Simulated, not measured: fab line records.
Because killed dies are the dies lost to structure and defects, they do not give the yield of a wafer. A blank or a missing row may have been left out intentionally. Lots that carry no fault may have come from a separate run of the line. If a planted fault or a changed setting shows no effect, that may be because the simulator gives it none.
fab line records -- flow n5-finfet -- part 2 of 2: steps 5 to 6 of 6
[record] lots = 23, wafers = 69, last-day = 17
route steps=1938 shown BEOL_M14@1757 BEOL_M15@1789 MIM_BOT@1833 MIM_TOP_ETCH@1852
lots with no fault: from the same line, run without faults
start-h: hours from the record's opening day to when the first of the lot's shown wafers began -- wait-h: hours from the lot's prior step to this one -- " repeats the value in the row above -- L1.1+2: a single row standing in for several wafers -- - no value, or no start given -- * or withheld: withheld -- < > ~ a bound
route shown NAME@n: NAME is a module with steps in the file, n the number in the route of the first one -- usual: mean/standard deviation of fault-free wafers -- same: alike in all rows -- chamber/n: place in a boat -- sites: the reading at each site -- _std_site: how widely they spread, as a standard deviation -- _edge_site: inner sites' mean taken away from outer sites' mean -- radius-mm: how far each site lies from the wafer's centre -- mask NAME#n: copy n -- behind: the last tool/chamber to shape the wafer -- hold: reason for holding the lot/hours on hold/outcome of the hold -- device: which transistor (n, p or np) failed to switch -- end of line: the tests these same wafers got at the end of their route -- for a step that has no rows: nothing shown but its recipe -- killed: the dies lost at the first sort to structure and to defects; this is not the yield of the wafer -- map: a wafer's dies, x killed, . not, _ none there
set.NAME: the setting as run; set.NAME@STEP: as run at that earlier step -- model.NAME: the simulator's own value behind a step, which no gauge read
one table for each step of the route and one row for each wafer, over a sample of lots
services: the hour from which a tool's chamber was out of use, counted from the record's first day as start-h (under 0 if before that day), plus the number of hours and why
[[steps]]
[step N5_MIM_BOT_SPUTTER_00]
[recipe] material = TiN, target-thk-a = 350, temp-c = 200, power-w = 3000, chamber-pressure-pa = 0.49996, gas = Ar, reactive-partial-pa = 0.37997, time-s = 89.7
[usual] throttle-valve-pct = 30.5/1.2
lot.wafer,tool,chamber,start-h,wait-h,throttle-valve-pct
L074.1,pvd-sputter-02,-,260.78,0.0,30.3
L074.2,pvd-sputter-02,-,260.78,0.0,30.5
L074.4,pvd-sputter-02,-,260.78,0.0,30.3
L075.1,pvd-sputter-02,-,271.15,0.0,29.7
L075.3,pvd-sputter-02,-,271.15,0.0,30.9
L075.4,pvd-sputter-02,-,271.15,0.0,30.6
L076.2,pvd-sputter-03,-,279.89,0.0,30.7
L076.3,pvd-sputter-03,-,279.89,0.0,30.9
L076.5,pvd-sputter-03,-,279.89,0.0,28.8
L080.3,pvd-sputter-01,-,296.80,0.0,30.2
L080.4,pvd-sputter-01,-,296.80,0.0,32.7
L080.5,pvd-sputter-01,-,296.80,0.0,32.6
L077.2,pvd-sputter-01,-,304.58,0.0,31.2
L077.5,pvd-sputter-01,-,304.58,0.0,32.7
L077.6,pvd-sputter-01,-,304.58,0.0,31.2
L079.1,pvd-sputter-01,-,304.90,0.0,31.2
L079.3,pvd-sputter-01,-,304.90,0.0,30.3
L079.4,pvd-sputter-01,-,304.90,0.0,33.0
L078.1,pvd-sputter-03,-,309.14,0.0,31.3
L078.5,pvd-sputter-03,-,309.14,0.0,31.0
L078.6,pvd-sputter-03,-,309.14,0.0,28.9
L081.1,pvd-sputter-03,-,309.34,0.0,31.3
L081.5,pvd-sputter-03,-,309.34,0.0,31.1
L081.6,pvd-sputter-03,-,309.34,0.0,30.5
L082.3,pvd-sputter-03,-,310.14,0.0,28.7
L082.4,pvd-sputter-03,-,310.14,0.0,30.6
L082.6,pvd-sputter-03,-,310.14,0.0,28.4
L083.2,pvd-sputter-03,-,312.64,0.0,28.7
L083.4,pvd-sputter-03,-,312.64,0.0,28.8
L083.5,pvd-sputter-03,-,312.64,0.0,29.0
L084.2,pvd-sputter-03,-,324.49,0.0,28.7
L084.5,pvd-sputter-03,-,324.49,0.0,30.8
L084.6,pvd-sputter-03,-,324.49,0.0,28.9
L085.2,pvd-sputter-02,-,335.28,0.0,30.5
L085.3,pvd-sputter-02,-,335.28,0.0,30.0
L085.4,pvd-sputter-02,-,335.28,0.0,31.1
L089.1,pvd-sputter-01,-,348.35,0.0,32.7
L089.3,pvd-sputter-01,-,348.35,0.0,30.0
L089.4,pvd-sputter-01,-,348.35,0.0,30.4
L086.1,pvd-sputter-03,-,355.18,0.0,28.6
L086.3,pvd-sputter-03,-,355.18,0.0,30.6
L086.4,pvd-sputter-03,-,355.18,0.0,28.9
L091.2,pvd-sputter-03,-,355.66,0.0,31.0
L091.3,pvd-sputter-03,-,355.66,0.0,30.4
L091.5,pvd-sputter-03,-,355.66,0.0,31.0
L090.1,pvd-sputter-02,-,360.65,0.0,30.4
L090.4,pvd-sputter-02,-,360.65,0.0,30.2
L090.6,pvd-sputter-02,-,360.65,0.0,29.7
L088.3,pvd-sputter-02,-,362.04,0.0,31.2
L088.5,pvd-sputter-02,-,362.04,0.0,29.7
L088.6,pvd-sputter-02,-,362.04,0.0,30.3
L093.3,pvd-sputter-03,-,364.12,0.0,28.5
L093.4,pvd-sputter-03,-,364.12,0.0,31.4
L093.5,pvd-sputter-03,-,364.12,0.0,28.7
L094.1,pvd-sputter-01,-,378.31,0.0,31.2
L094.4,pvd-sputter-01,-,378.31,0.0,30.2
L094.6,pvd-sputter-01,-,378.31,0.0,31.3
L092.4,pvd-sputter-03,-,378.45,0.0,28.8
L092.5,pvd-sputter-03,-,378.45,0.0,28.8
L092.6,pvd-sputter-03,-,378.45,0.0,28.9
L096.1,pvd-sputter-01,-,397.10,0.0,30.6
L096.3,pvd-sputter-01,-,397.10,0.0,29.9
L096.5,pvd-sputter-01,-,397.10,0.0,32.8
L097.3,pvd-sputter-01,-,402.86,0.0,32.8
L097.4,pvd-sputter-01,-,402.86,0.0,30.1
L097.6,pvd-sputter-01,-,402.86,0.0,32.9
L095.1,pvd-sputter-01,-,407.20,0.0,30.1
L095.3,pvd-sputter-01,-,407.20,0.0,31.1
L095.4,pvd-sputter-01,-,407.20,0.0,30.5
[step N5_MIM_TOP_ETCH_STRIP_01]
[recipe] chemistry = O2, power-w = 600, temp-c = 60, pressure-mtorr = 30, rf-frequency-hz = 6e+07, bias-power-w = 0, overash-fraction = 0.5, o2-flow-sccm = 225
[usual] drypump-motor-current-A = 5.5/0.5, oes-product-au = 0.76/0.068, rf-vpp-V = 3.6/1.3, showerhead-plenum-p-Torr = 2.12/0.092, throttle-valve-pct = 16.81/0.22
[same] overash-fraction = 0.5
lot.wafer,tool,chamber,start-h,wait-h,drypump-motor-current-A,oes-product-au,rf-hours-counter-h,rf-vpp-V,showerhead-plenum-p-Torr,throttle-valve-pct
L074.1,rie-diel-02,3,262.29,0.1,5.6,0.83,79,3.7,2.19,16.56
L074.2,rie-diel-02,2,262.29,0.1,6.1,0.78,136,2.6,1.93,16.96
L074.4,rie-diel-02,0,262.29,0.1,5.3,0.72,194,2.5,2.07,16.90
L075.1,rie-diel-02,1,272.97,0.1,4.9,0.70,231,4.7,1.98,16.44
L075.3,rie-diel-02,3,272.97,0.1,5.6,0.80,83,3.7,2.19,16.57
L075.4,rie-diel-02,0,272.97,0.1,5.3,0.71,197,1.9,2.07,16.87
L076.2,rie-diel-01,0,283.10,0.1,6.1,0.69,218,2.7,2.17,16.83
L076.3,rie-diel-01,1,283.10,0.1,5.8,0.81,68,5.4,2.22,16.88
L076.5,rie-diel-01,2,283.10,0.1,4.8,0.89,-,2.4,2.21,16.64
L080.3,rie-diel-01,2,298.83,0.1,4.8,0.88,51,4.1,2.21,16.58
L080.4,rie-diel-01,0,298.83,0.1,6.2,0.69,222,2.6,2.17,16.87
L080.5,rie-diel-01,3,298.83,0.1,5.2,0.77,-,3.0,2.08,16.94
L077.2,rie-diel-03,1,306.84,0.1,5.2,0.72,191,0.9,2.08,17.02
L077.5,rie-diel-03,3,306.84,0.1,5.8,0.73,-,2.7,2.18,16.73
L077.6,rie-diel-03,2,306.84,0.1,6.5,0.72,-,3.7,2.15,16.50
L079.1,rie-diel-01,3,306.94,0.1,5.2,0.73,193,6.3,2.08,16.95
L079.3,rie-diel-01,1,306.94,0.1,5.8,0.82,75,5.2,2.22,16.93
L079.4,rie-diel-01,0,306.94,0.1,6.2,0.67,225,1.4,2.16,16.93
L078.1,rie-diel-02,2,310.63,0.1,6.1,0.76,150,3.3,1.93,17.07
L078.5,rie-diel-02,3,310.63,0.1,5.6,0.82,-,4.5,2.19,16.58
L078.6,rie-diel-02,0,310.63,0.1,5.3,0.70,-,2.7,2.06,16.91
L081.1,rie-diel-02,2,312.18,0.1,6.0,0.73,151,2.4,1.93,17.07
L081.5,rie-diel-02,1,312.18,0.1,4.9,0.66,-,1.9,1.98,16.46
L081.6,rie-diel-02,2,312.18,0.1,6.0,0.76,-,3.6,1.93,17.07
L082.3,rie-diel-03,2,312.76,0.1,6.5,0.70,195,4.4,2.15,16.55
L082.4,rie-diel-03,0,312.76,0.1,5.3,0.72,215,2.1,2.07,17.03
L082.6,rie-diel-03,1,312.76,0.1,5.2,0.70,-,2.6,2.08,17.04
L083.2,rie-diel-01,2,314.26,0.1,4.8,0.86,57,4.3,2.21,16.60
L083.4,rie-diel-01,0,314.26,0.1,6.1,0.70,227,3.1,2.16,16.89
L083.5,rie-diel-01,3,314.26,0.1,5.2,0.73,-,4.3,2.08,16.97
L084.2,rie-diel-03,0,327.71,0.1,5.3,0.71,219,4.0,2.07,17.07
L084.5,rie-diel-03,0,327.71,0.1,5.3,0.70,-,3.2,2.07,17.02
L084.6,rie-diel-03,2,327.71,0.1,6.5,0.70,-,4.0,2.15,16.57
L085.2,rie-diel-01,3,339.15,0.1,5.2,0.75,202,3.0,2.07,16.93
L085.3,rie-diel-01,1,339.15,0.1,5.8,0.80,85,3.7,2.22,16.98
L085.4,rie-diel-01,2,339.15,0.1,4.8,0.86,66,3.6,2.21,16.61
L089.1,rie-diel-02,0,350.37,0.3,5.3,0.70,224,3.2,2.06,17.00
L089.3,rie-diel-02,2,350.37,0.3,6.1,0.74,164,3.6,1.92,17.06
L089.4,rie-diel-02,2,350.37,0.3,6.1,0.74,-,3.0,1.92,17.12
L086.1,rie-diel-01,2,357.31,0.1,4.8,0.86,67,2.1,2.21,16.60
L086.3,rie-diel-01,3,357.31,0.1,5.2,0.73,203,3.2,2.07,16.98
L086.4,rie-diel-01,0,357.31,0.1,6.2,0.66,237,5.3,2.16,16.94
L091.2,rie-diel-02,2,357.57,0.1,6.0,0.74,169,3.2,1.92,17.07
L091.3,rie-diel-02,0,357.57,0.1,5.3,0.69,228,2.8,2.06,16.95
L091.5,rie-diel-02,2,357.57,0.1,6.1,0.74,-,3.3,1.92,17.07
L090.1,rie-diel-03,1,362.59,0.1,5.2,0.70,206,2.8,2.08,16.98
L090.4,rie-diel-03,2,362.59,0.1,6.4,0.69,216,3.6,2.15,16.61
L090.6,rie-diel-03,0,362.59,0.1,5.3,0.70,-,4.2,2.06,17.04
L088.3,rie-diel-01,2,364.96,0.1,4.8,0.87,69,3.5,2.21,16.62
L088.5,rie-diel-01,3,364.96,0.1,5.2,0.73,-,1.3,2.07,16.98
L088.6,rie-diel-01,0,364.96,0.1,6.1,0.68,-,4.5,2.16,16.95
L093.3,rie-diel-02,0,365.91,0.1,5.3,0.69,232,4.4,2.06,16.96
L093.4,rie-diel-02,2,365.91,0.1,6.1,0.72,172,5.6,1.92,17.07
L093.5,rie-diel-02,0,365.91,0.1,5.3,0.69,-,2.4,2.06,16.89
L094.1,rie-diel-01,1,380.05,0.1,5.8,0.81,93,4.6,2.21,16.97
L094.4,rie-diel-01,2,380.05,0.1,4.8,0.84,73,2.7,2.20,16.63
L094.6,rie-diel-01,0,380.05,0.1,6.2,0.68,-,4.3,2.16,16.94
L092.4,rie-diel-01,3,383.94,0.1,5.2,0.73,210,3.6,2.07,17.01
L092.5,rie-diel-01,1,383.94,0.1,5.8,0.78,-,5.8,2.21,16.94
L092.6,rie-diel-01,2,383.94,0.1,4.8,0.82,-,3.2,2.20,16.64
L096.1,rie-diel-02,2,399.91,0.1,6.0,0.72,182,2.0,1.92,17.13
L096.3,rie-diel-02,0,399.91,0.1,5.3,0.69,241,4.4,2.05,16.97
L096.5,rie-diel-02,0,399.91,0.1,5.3,0.71,-,2.2,2.05,16.95
L097.3,rie-diel-01,3,404.86,0.1,5.2,0.73,216,3.1,2.07,16.99
L097.4,rie-diel-01,1,404.86,0.1,5.8,0.80,100,6.0,2.21,17.00
L097.6,rie-diel-01,1,404.86,0.1,5.8,0.79,-,3.5,2.21,16.96
L095.1,rie-diel-02,3,408.87,0.1,5.6,0.76,130,5.7,2.18,16.64
L095.3,rie-diel-02,1,408.87,0.1,4.9,0.94,13,1.9,2.23,16.02
L095.4,rie-diel-02,2,408.87,0.1,6.1,0.72,185,5.7,1.92,17.09
[[services]]
tool,chamber,start-h,hours,kind
pvd-sputter-02,-,238.19,1.5,repair
rie-diel-06,2,244.62,10.0,repair
rie-diel-05,1,249.20,16.5,repair
rie-diel-01,-,250.99,1.8,repair
rie-diel-04,3,277.18,5.2,repair
pvd-sputter-02,-,285.64,5.0,repair
rie-diel-02,2,286.38,3.2,repair
rie-diel-03,3,322.36,15.4,repair
rie-diel-04,-,328.49,15.6,pm
rie-diel-02,1,334.87,-,clean
rie-diel-02,1,334.87,-,consumable-replace:focus-ring
rie-diel-02,1,334.87,-,consumable-replace:showerhead
rie-diel-02,1,334.87,27.6,scheduled-down
rie-diel-02,1,334.87,27.6,vent-cycle
rie-diel-03,1,337.77,14.5,repair
pvd-sputter-03,-,338.72,1.8,repair
rie-diel-01,-,341.60,14.6,pm
rie-diel-04,3,371.95,7.3,repair
rie-diel-03,0,382.92,3.2,repair
rie-diel-06,-,386.11,1.0,repair
rie-diel-03,2,389.57,5.6,repair
pvd-sputter-01,-,400.66,0.8,repair
pvd-sputter-03,-,404.95,2.1,repair
rie-diel-01,0,407.77,-,clean
